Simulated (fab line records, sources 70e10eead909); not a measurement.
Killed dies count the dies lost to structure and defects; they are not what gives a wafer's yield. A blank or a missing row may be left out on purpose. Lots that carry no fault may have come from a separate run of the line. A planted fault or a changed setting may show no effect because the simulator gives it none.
fab line records	flow nandHarc	part 1 of 2: steps 1 to 4 of 6
[record] lots = 19	wafers = 57	lastDay = 27
route steps=1159 shown A_CHANNEL_HOLE_D1@465 A_STAIRCASE@550
lots that met no fault: from a run of the same line without faults
startH: hours from the record's opening day to when the first of the lot's shown wafers began	waitH: time in hours since the lot's previous step	" identical to the entry in the row above	L1.1+2: several wafers, shown together as one row	- no value present, or no start provided	* or withheld: withheld	< > ~ a bound
route shown NAME@n: a module of which the file shows steps, and the number in the route of the first	usual: mean/standard deviation taken from wafers without a fault	same: alike in all rows	chamber/n: place in a boat	sites: each site's reading	_std_site: their standard deviation	_edge_site: the outer-site mean with the inner-site mean subtracted	radiusMm: how far each site lies from the wafer's centre	mask NAME#n: copy n	behind: the last tool/chamber to shape the wafer	hold: why the lot was held/for how many hours/how that ended	device: which transistor (n, p or np) failed to switch	end of line: the route-end tests of the same wafers	step lacking rows: just its recipe	killed: the dies lost at the first sort to structure and to defects; this is not the yield of the wafer	map: dies across one wafer; x = killed, . = not, _ = none there
set.NAME: the setting that was run; set.NAME@STEP: the one run at that earlier step	model.NAME: the simulator's own value behind a step, which no gauge read
route steps across a sampled set of lots; one table per step, one row per wafer
services: when a tool's chamber went out of use (startH, in hours from the record's first day, below 0 if earlier), for how many hours, and the reason
[[steps]]
[step NHARC_A_CHANNEL_HOLE_D1_DESCUM_15]
[recipe] timeS = 3	o2FlowSccm = 200	arFlowSccm = 0	biasPowerW = 0	chemistry = O2
[usual] drypumpMotorCurrentA = 5.7/0.48	oesProductAu = 1.003/0.0076	rfVppV = 57.9/0.82	showerheadPlenumPTorr = 1.91/0.074	throttleValvePct = 11.313/0.0089
lot.wafer	tool	chamber	startH	waitH	drypumpMotorCurrentA	oesProductAu	rfHoursCounterH	rfVppV	showerheadPlenumPTorr	throttleValvePct
L074.1	rieDiel-12	0	160.87	0.1	5.3	1.009	7	57.6	1.95	11.317
L074.6	"	1	"	"	5.7	1.007	-	58.7	1.81	11.304
L074.5	"	2	"	"	5.4	0.993	-	56.6	2.03	11.317
L077.1	rieDiel-01	2	185.32	0.1	5.7	0.998	3	57.9	1.97	11.305
L077.4	"	0	"	"	6.3	1.007	2	59.1	1.92	11.321
L077.6	"	1	"	"	5.2	1.005	-	56.8	1.80	11.304
L075.2	rieDiel-10	1	185.81	0.1	5.3	1.002	0	58.4	1.93	11.293
L075.3	"	2	"	"	6.4	0.997	0	57.7	1.87	11.317
L075.6	"	0	"	"	6.1	0.998	-	57.4	2.00	11.303
L078.1	rieDiel-12	0	194.09	0.1	5.3	0.997	10	59.1	1.94	11.300
L078.4	"	1	"	"	5.7	0.997	9	56.8	1.81	11.315
L078.5	"	2	"	"	5.4	0.986	-	58.9	2.03	11.307
L079.4	rieDiel-10	1	200.73	0.1	5.3	1.003	1	57.5	1.93	11.317
L079.6	"	3	"	"	6.6	1.005	-	56.9	1.84	11.309
L079.5	"	0	"	"	6.1	1.001	-	58.9	2.00	11.301
L081.3	rieDiel-12	3	216.16	0.1	5.1	1.008	0	57.2	1.87	11.313
L081.2	"	0	"	"	5.3	0.997	0	58.2	1.94	11.314
L081.4	"	2	"	"	5.4	1.004	0	58.4	2.03	11.304
L082.2	rieDiel-10	3	216.93	0.1	6.5	1.005	3	57.7	1.84	11.318
L082.4	"	1	"	"	5.3	1.004	2	58.0	1.93	11.322
L082.6	"	3	"	"	6.6	0.991	-	59.3	1.84	11.321
L083.3	rieDiel-01	0	232.41	0.1	6.3	1.001	8	57.0	1.92	11.322
L083.6	"	0	"	"	6.3	1.010	-	57.9	1.92	11.307
L083.5	"	2	"	"	5.7	0.995	-	59.0	1.96	11.307
L085.4	rieDiel-01	1	251.32	0.1	5.3	1.008	10	56.2	1.79	11.310
L085.5	"	3	"	"	5.5	1.009	-	57.0	1.98	11.317
L085.6	"	0	"	"	6.4	1.001	-	57.8	1.92	11.301
L087.4	rieDiel-01	1	264.62	0.1	5.2	1.008	11	57.9	1.79	11.302
L087.6	"	3	"	"	5.5	1.018	-	57.2	1.98	11.323
L087.5	"	0	"	"	6.3	1.011	-	57.8	1.92	11.332
L089.3	rieDiel-12	2	273.11	0.1	5.4	1.001	2	58.1	2.03	11.309
L089.2	"	3	"	"	5.1	1.011	3	56.8	1.87	11.315
L089.6	"	0	"	"	5.3	1.008	-	57.6	1.94	11.333
L090.2	rieDiel-01	1	273.25	0.1	5.2	1.006	11	56.9	1.79	11.312
L090.1	"	3	"	"	5.6	1.009	7	58.3	1.98	11.312
L090.5	"	1	"	"	5.2	1.014	-	58.3	1.79	11.323
L091.1	rieDiel-01	0	283.38	0.1	6.3	1.018	12	57.7	1.91	11.304
L091.3	"	1	"	"	5.2	1.007	12	57.5	1.79	11.317
L091.4	"	3	"	"	5.5	1.014	8	58.8	1.98	11.322
L092.2	rieDiel-12	0	283.54	0.1	5.3	0.998	4	56.4	1.94	11.322
L092.5	"	3	"	"	5.1	1.005	-	57.8	1.87	11.324
L092.6	"	0	"	"	5.3	0.999	-	57.7	1.94	11.312
L094.1	rieDiel-12	1	290.23	0.1	5.7	1.019	4	56.8	1.81	11.302
L094.5	"	3	"	"	5.1	1.010	-	58.4	1.87	11.302
L094.6	"	0	"	"	5.3	1.014	-	59.4	1.94	11.309
L093.2	rieDiel-01	3	290.49	0.1	5.5	1.024	9	56.9	1.98	11.315
L093.1	"	1	"	"	5.2	0.995	13	57.2	1.79	11.323
L093.5	"	3	"	"	5.5	1.012	-	57.7	1.98	11.319
L096.2	rieDiel-01	0	298.43	0.1	6.3	1.013	14	59.2	1.91	11.313
L096.6	"	2	"	"	5.7	1.005	-	58.2	1.96	11.305
L096.5	"	3	"	"	5.5	1.007	-	57.7	1.98	11.299
L095.2	rieDiel-10	1	299.57	0.1	5.3	1.009	7	56.9	1.93	11.313
L095.1	"	0	"	"	6.1	0.988	8	57.5	2.00	11.318
L095.6	"	1	"	"	5.3	0.999	-	56.4	1.92	11.323
L097.3	rieDiel-12	2	316.87	0.1	5.4	1.005	5	58.5	2.03	11.296
L097.4	"	0	"	"	5.3	1.005	5	56.9	1.94	11.310
L097.6	"	2	"	"	5.4	0.993	-	57.8	2.02	11.324
[step NHARC_A_CHANNEL_HOLE_D1_ETCH_24]
[recipe] biasV = 5000	sourceW = withheld	pressureMtorr = 20	timeS = 906.2	arFlowSccm = 375	c4f8FlowSccm = 93.8	o2FlowSccm = 31.2	tempC = -20	targetDepthA = 15000	chemistry = C4F8/O2/Ar
[usual] drypumpMotorCurrentA = 5.2/0.42	showerheadPlenumPTorr = 3.70/0.11	throttleValvePct = 32.236/0.01
lot.wafer	tool	chamber	startH	waitH	drypumpMotorCurrentA	rfHoursCounterH	showerheadPlenumPTorr	throttleValvePct
L074.1	harEtch-01	1	164.15	0.6	4.9	185	3.62	32.260
L074.5	"	1	"	"	5.0	-	3.62	32.231
L074.6	"	0	"	"	5.1	-	3.79	32.237
L077.1	harEtch-02	0	188.75	0.6	4.8	101	3.87	32.245
L077.4	"	0	"	"	4.8	-	3.87	32.244
L077.6	"	0	"	"	4.8	-	3.87	32.222
L075.2	harEtch-01	1	189.13	0.6	5.0	197	3.61	32.220
L075.3	"	1	"	"	5.0	-	3.61	32.215
L075.6	"	1	"	"	5.0	-	3.61	32.243
L078.1	harEtch-01	0	198.46	0.6	5.2	205	3.78	32.247
L078.4	"	1	"	"	4.9	-	3.61	32.240
L078.5	"	0	"	"	5.2	-	3.78	32.231
L079.4	harEtch-02	1	204.30	0.6	6.0	-	3.60	32.250
L079.5	"	1	"	"	5.9	-	3.60	32.238
L079.6	"	0	"	"	4.8	-	3.87	32.238
L081.2	harEtch-02	1	219.45	0.6	5.9	115	3.60	32.238
L081.3	"	1	"	"	5.9	-	3.60	32.241
L081.4	"	0	"	"	4.8	-	3.86	32.219
L082.2	harEtch-01	1	220.24	0.6	5.0	212	3.61	32.223
L082.4	"	0	"	"	5.2	-	3.77	32.235
L082.6	"	1	"	"	5.0	-	3.61	32.220
L083.3	harEtch-02	0	236.30	0.6	4.8	-	3.86	32.243
L083.5	"	1	"	"	5.9	-	3.60	32.230
L083.6	"	0	"	"	4.8	-	3.86	32.244
L085.4	harEtch-01	1	258.46	0.6	5.0	-	3.60	32.242
L085.6	"	0	"	"	5.2	-	3.77	32.226
L085.5	"	1	"	"	5.0	-	3.60	32.239
L087.4	harEtch-01	0	268.31	0.6	5.2	-	3.76	32.233
L087.6	"	1	"	"	5.0	-	3.60	32.236
L087.5	"	0	"	"	5.2	-	3.76	32.237
L089.2	harEtch-02	1	276.41	0.6	6.0	139	3.59	32.240
L089.3	"	0	"	"	4.8	-	3.85	32.242
L089.6	"	1	"	"	6.0	-	3.59	32.241
L090.2	harEtch-01	0	276.56	0.6	5.2	235	3.76	32.237
L090.1	"	1	"	"	5.0	235	3.59	32.248
L090.5	"	1	"	"	4.9	-	3.59	32.238
L091.1	harEtch-01	1	286.83	0.6	5.0	240	3.59	32.236
L091.4	"	0	"	"	5.2	-	3.76	32.222
L091.3	"	1	"	"	4.9	-	3.59	32.220
L092.2	harEtch-01	0	290.99	0.6	5.2	244	3.76	32.217
L092.5	"	1	"	"	4.9	-	3.59	32.244
L092.6	"	0	"	"	5.2	-	3.76	32.226
L094.1	harEtch-02	1	294.77	0.6	5.9	146	3.58	32.233
L094.6	"	0	"	"	4.8	-	3.85	32.243
L094.5	"	1	"	"	5.9	-	3.58	32.236
L093.1	harEtch-01	1	295.03	0.6	5.0	248	3.59	32.231
L093.2	"	0	"	"	5.2	248	3.75	32.237
L093.5	"	1	"	"	5.0	-	3.59	32.239
L096.2	harEtch-01	0	301.74	0.6	5.2	253	3.75	32.231
L096.6	"	0	"	"	5.2	-	3.75	32.222
L096.5	"	1	"	"	5.0	-	3.58	32.223
L095.2	harEtch-02	0	302.89	0.6	4.8	152	3.84	32.231
L095.1	"	1	"	"	6.0	152	3.58	32.229
L095.6	"	0	"	"	4.8	-	3.84	32.241
L097.3	harEtch-02	0	320.44	0.6	4.8	-	3.84	32.242
L097.4	"	1	"	"	5.9	-	3.58	32.234
L097.6	"	1	"	"	6.0	-	3.57	32.232
[step NHARC_A_CHANNEL_HOLE_D1_ETCH_44]
[recipe] targetDepthA = 1400	overetchA = 140	timeS = 77	ionEnergyEv = 100	cf4FlowSccm = 80	o2FlowSccm = 20	arFlowSccm = 0	rfW = 300	biasW = 100	chemistry = CF4/O2
[usual] biasW = 100.02/0.29	drypumpMotorCurrentA = 5.8/0.52	oes_o_777_au = 1.000/0.0048	oesProductAu = 1.001/0.0074	rfVppV = 197.8/1.3	showerheadPlenumPTorr = 1.33/0.048	throttleValvePct = 13.398/0.0087
lot.wafer	tool	chamber	startH	waitH	biasW	drypumpMotorCurrentA	oes_o_777_au	oesProductAu	rfHoursCounterH	rfVppV	showerheadPlenumPTorr	throttleValvePct
L074.1	rieDiel-12	1	166.74	0.1	100.16	5.7	1.008	1.000	7	196.1	1.27	13.395
L074.6	"	1	"	"	100.01	5.7	0.997	0.993	-	197.1	1.27	13.401
L074.5	"	2	"	"	100.39	5.4	0.999	0.988	-	200.7	1.41	13.389
L077.1	rieDiel-12	0	191.25	0.1	100.10	5.3	1.002	0.999	10	198.6	1.36	13.389
L077.4	"	1	"	"	100.34	5.7	1.001	0.996	9	196.6	1.27	13.396
L077.6	"	3	"	"	99.74	5.1	0.993	1.003	-	195.5	1.31	13.406
L075.3	rieDiel-10	0	191.73	0.1	99.94	6.1	0.996	1.001	1	198.9	1.39	13.403
L075.2	"	1	"	"	99.93	5.3	1.006	1.003	1	198.5	1.34	13.400
L075.6	"	1	"	"	99.79	5.3	1.004	0.993	-	197.2	1.34	13.396
L078.1	rieDiel-12	1	200.92	0.1	99.73	5.7	0.999	1.002	10	197.3	1.27	13.411
L078.4	"	3	"	"	99.76	5.1	1.011	1.001	10	197.2	1.31	13.411
L078.5	"	1	"	"	99.86	5.7	0.993	0.998	-	196.9	1.27	13.400
L079.4	rieDiel-10	0	206.65	0.1	100.21	6.1	1.001	0.994	2	199.3	1.39	13.402
L079.5	"	1	"	"	99.77	5.3	1.002	1.000	-	198.9	1.34	13.400
L079.6	"	2	"	"	100.06	6.4	0.995	0.998	-	196.6	1.30	13.408
L081.4	rieDiel-12	2	222.04	0.0	100.37	5.4	1.001	0.988	1	199.4	1.41	13.398
L081.3	"	3	"	"	100.00	5.1	1.000	1.000	1	197.9	1.31	13.394
L081.2	"	1	"	"	99.55	5.7	1.001	1.004	1	197.0	1.27	13.417
L082.2	rieDiel-01	1	222.87	0.1	100.38	5.2	0.999	1.003	7	195.9	1.25	13.385
L082.6	"	0	"	"	99.85	6.3	0.988	0.996	-	198.5	1.34	13.391
L082.4	"	2	"	"	99.99	5.7	0.993	1.001	-	199.3	1.37	13.396
L083.3	rieDiel-12	3	238.50	0.1	99.55	5.1	0.994	1.013	1	197.7	1.31	13.379
L083.6	"	2	"	"	100.23	5.4	0.996	1.002	-	199.5	1.41	13.392
L083.5	"	3	"	"	99.79	5.1	0.996	1.016	-	197.8	1.31	13.418
L085.4	rieDiel-10	1	260.67	0.1	99.81	5.3	1.007	1.002	5	199.1	1.34	13.412
L085.5	"	2	"	"	99.77	6.4	1.002	0.988	-	198.0	1.30	13.407
L085.6	"	3	"	"	99.76	6.5	1.006	0.997	-	197.7	1.29	13.393
L087.4	rieDiel-10	2	270.53	0.1	100.16	6.4	1.003	0.992	6	197.9	1.30	13.412
L087.6	"	1	"	"	100.19	5.3	0.998	0.994	-	197.2	1.34	13.397
L087.5	"	2	"	"	100.04	6.4	0.998	0.991	-	195.3	1.30	13.384
L089.2	rieDiel-12	2	279.02	0.1	100.19	5.4	1.003	0.996	3	198.9	1.41	13.404
L089.3	"	0	"	"	100.23	5.3	0.997	1.006	3	199.7	1.35	13.398
L089.6	"	1	"	"	100.12	5.7	1.005	1.016	-	197.0	1.27	13.413
L090.2	rieDiel-01	3	279.14	0.1	99.73	5.5	0.999	1.006	8	198.0	1.38	13.411
L090.1	"	2	"	"	99.97	5.7	1.000	0.994	10	197.3	1.37	13.397
L090.5	"	3	"	"	100.10	5.5	0.997	1.014	-	198.5	1.38	13.416
L091.3	rieDiel-10	3	289.28	0.1	100.37	6.6	0.998	0.993	7	197.5	1.29	13.408
L091.1	"	1	"	"	99.94	5.3	1.003	0.998	6	198.9	1.34	13.404
L091.4	"	2	"	"	100.53	6.4	0.998	1.001	6	197.3	1.30	13.400
L092.2	rieDiel-10	1	293.47	0.1	99.93	5.3	1.000	1.012	6	198.2	1.34	13.393
L092.5	"	2	"	"	99.71	6.4	1.010	1.004	-	197.0	1.30	13.416
L092.6	"	3	"	"	99.68	6.5	1.000	1.000	-	196.6	1.29	13.402
L094.1	rieDiel-12	2	297.26	0.1	100.02	5.4	0.995	0.988	4	199.1	1.41	13.389
L094.5	"	3	"	"	100.24	5.1	0.997	0.999	-	197.7	1.31	13.397
L094.6	"	0	"	"	100.05	5.3	0.995	1.009	-	197.1	1.35	13.393
L093.2	rieDiel-10	1	297.60	0.1	99.98	5.3	1.004	1.010	7	197.3	1.34	13.402
L093.1	"	0	"	"	99.72	6.1	0.998	1.006	8	199.0	1.39	13.410
L093.5	"	2	"	"	99.78	6.4	0.993	0.993	-	197.8	1.30	13.402
L096.2	rieDiel-10	1	304.33	0.1	99.71	5.3	0.996	0.994	7	196.6	1.34	13.405
L096.5	"	2	"	"	101.13	6.4	0.999	0.988	-	196.1	1.30	13.378
L096.6	"	3	"	"	100.06	6.5	0.999	1.003	-	198.2	1.29	13.398
L095.1	rieDiel-12	2	305.50	0.1	100.28	5.4	0.998	1.009	5	200.4	1.41	13.413
L095.2	"	0	"	"	100.05	5.3	1.005	1.009	5	200.0	1.35	13.401
L095.6	"	2	"	"	100.42	5.4	0.991	1.000	-	200.2	1.41	13.391
L097.3	rieDiel-10	0	322.79	0.1	99.96	6.1	1.005	0.986	11	198.4	1.39	13.403
L097.4	"	2	"	"	99.92	6.4	1.009	0.991	9	197.3	1.30	13.392
L097.6	"	3	"	"	100.75	6.5	0.999	1.003	-	196.4	1.28	13.416
[step NHARC_A_STAIRCASE_TRIM_14]
[recipe] timeS = 211.2	o2FlowSccm = 500	arFlowSccm = 0	biasW = 0	chemistry = O2
[usual] drypumpMotorCurrentA = 5.5/0.37	oesProductAu = 1.001/0.0084	rfVppV = 57.7/0.96	showerheadPlenumPTorr = 3.49/0.14	throttleValvePct = 17.037/0.0089
[same] biasW = 0
lot.wafer	tool	chamber	startH	waitH	drypumpMotorCurrentA	oesProductAu	rfHoursCounterH	rfVppV	showerheadPlenumPTorr	throttleValvePct
L074.1	rieDiel-09	1	-	-	5.4	0.992	52	58.0	3.28	17.037
L074.6	"	3	"	"	5.2	0.999	-	55.8	3.56	17.019
L074.5	"	0	"	"	4.8	0.996	-	57.4	3.37	17.037
L075.2	rieDiel-11	3	-	-	5.8	1.002	17	57.0	3.46	17.039
L075.3	"	1	"	"	5.7	1.007	15	57.5	3.58	17.044
L075.6	"	3	"	"	5.8	1.001	-	55.4	3.46	17.037
L077.4	rieDiel-09	1	-	-	5.4	0.999	63	55.9	3.27	17.051
L077.1	"	2	"	"	5.3	0.989	65	57.2	3.56	17.047
L077.6	"	1	"	"	5.4	0.995	-	57.1	3.27	17.041
L078.1	rieDiel-11	0	-	-	5.5	1.016	18	58.5	3.33	17.028
L078.4	"	1	"	"	5.7	1.011	16	57.4	3.58	17.039
L078.5	"	0	"	"	5.5	1.014	-	56.7	3.33	17.029
L079.4	rieDiel-13	3	-	-	6.6	0.994	57	57.2	3.27	17.042
L079.5	"	0	"	"	5.5	0.990	-	58.3	3.60	17.035
L079.6	"	1	"	"	5.4	1.003	-	58.3	3.45	17.045
L081.3	rieDiel-09	3	-	-	5.2	1.010	7	57.2	3.55	17.041
L081.2	"	0	"	"	4.8	0.995	5	58.8	3.36	17.053
L081.4	"	2	"	"	5.3	0.991	7	57.9	3.56	17.044
L082.2	rieDiel-09	0	-	-	4.8	0.991	5	57.5	3.36	17.031
L082.4	"	1	"	"	5.4	1.003	5	56.6	3.81	17.019
L082.6	"	2	"	"	5.3	0.998	-	58.5	3.56	17.028
L083.3	rieDiel-09	3	-	-	5.3	1.024	12	58.1	3.55	17.041
L083.5	"	0	"	"	4.8	1.003	-	57.6	3.35	17.041
L083.6	"	3	"	"	5.2	1.010	-	58.1	3.55	17.040
L085.4	rieDiel-09	0	-	-	4.8	0.992	17	56.5	3.35	17.048
L085.6	"	3	"	"	5.2	0.999	-	56.8	3.55	17.042
L085.5	"	0	"	"	4.8	0.995	-	58.8	3.35	17.052
L087.4	rieDiel-13	2	-	-	5.7	1.001	15	55.2	3.32	17.043
L087.6	"	0	"	"	5.4	1.012	-	58.4	3.59	17.025
L087.5	"	1	"	"	5.4	1.006	-	56.4	3.44	17.055
L089.3	rieDiel-13	3	-	-	6.6	1.001	16	58.2	3.80	17.040
L089.2	"	0	"	"	5.5	1.016	16	57.8	3.59	17.025
L089.6	"	1	"	"	5.4	1.004	-	55.5	3.44	17.043
L090.1	rieDiel-11	3	-	-	5.7	0.995	50	57.4	3.44	17.039
L090.2	"	0	"	"	5.5	1.008	50	55.9	3.32	17.039
L090.5	"	3	"	"	5.7	0.985	-	56.7	3.44	17.034
L091.1	rieDiel-09	2	-	-	5.3	0.994	25	58.7	3.55	17.049
L091.3	"	0	"	"	4.8	0.992	29	58.0	3.34	17.031
L091.4	"	1	"	"	5.4	0.989	22	58.6	3.80	17.040
L092.2	rieDiel-09	2	-	-	5.3	0.989	26	56.0	3.55	17.045
L092.6	"	0	"	"	4.8	1.000	-	57.5	3.34	17.022
L092.5	"	1	"	"	5.4	0.992	-	58.2	3.80	17.035
L094.1	rieDiel-11	2	-	-	5.8	0.997	55	57.0	3.45	17.034
L094.5	"	3	"	"	5.7	1.002	-	58.5	3.44	17.040
L094.6	"	0	"	"	5.5	1.011	-	57.7	3.31	17.036
L093.2	rieDiel-09	3	-	-	5.2	1.010	33	57.9	3.54	17.036
L093.1	"	2	"	"	5.3	1.004	27	58.7	3.55	17.035
L093.5	"	1	"	"	5.4	0.987	-	57.9	3.79	17.049
L096.2	rieDiel-11	0	-	-	5.5	1.008	61	57.8	3.31	17.046
L096.6	"	1	"	"	5.7	1.007	-	56.8	3.55	17.022
L096.5	"	2	"	"	5.8	1.012	-	56.3	3.45	17.051
L095.1	rieDiel-11	0	-	-	5.5	1.019	61	57.7	3.31	17.032
L095.2	"	2	"	"	5.8	1.005	62	58.7	3.44	17.040
L095.6	"	0	"	"	5.5	1.013	-	58.0	3.31	17.045
L097.3	rieDiel-09	2	-	-	5.3	0.988	39	56.6	3.54	17.038
L097.4	"	1	"	"	5.4	0.985	36	58.3	3.79	17.028
L097.6	"	3	"	"	5.2	1.003	-	59.1	3.53	17.035
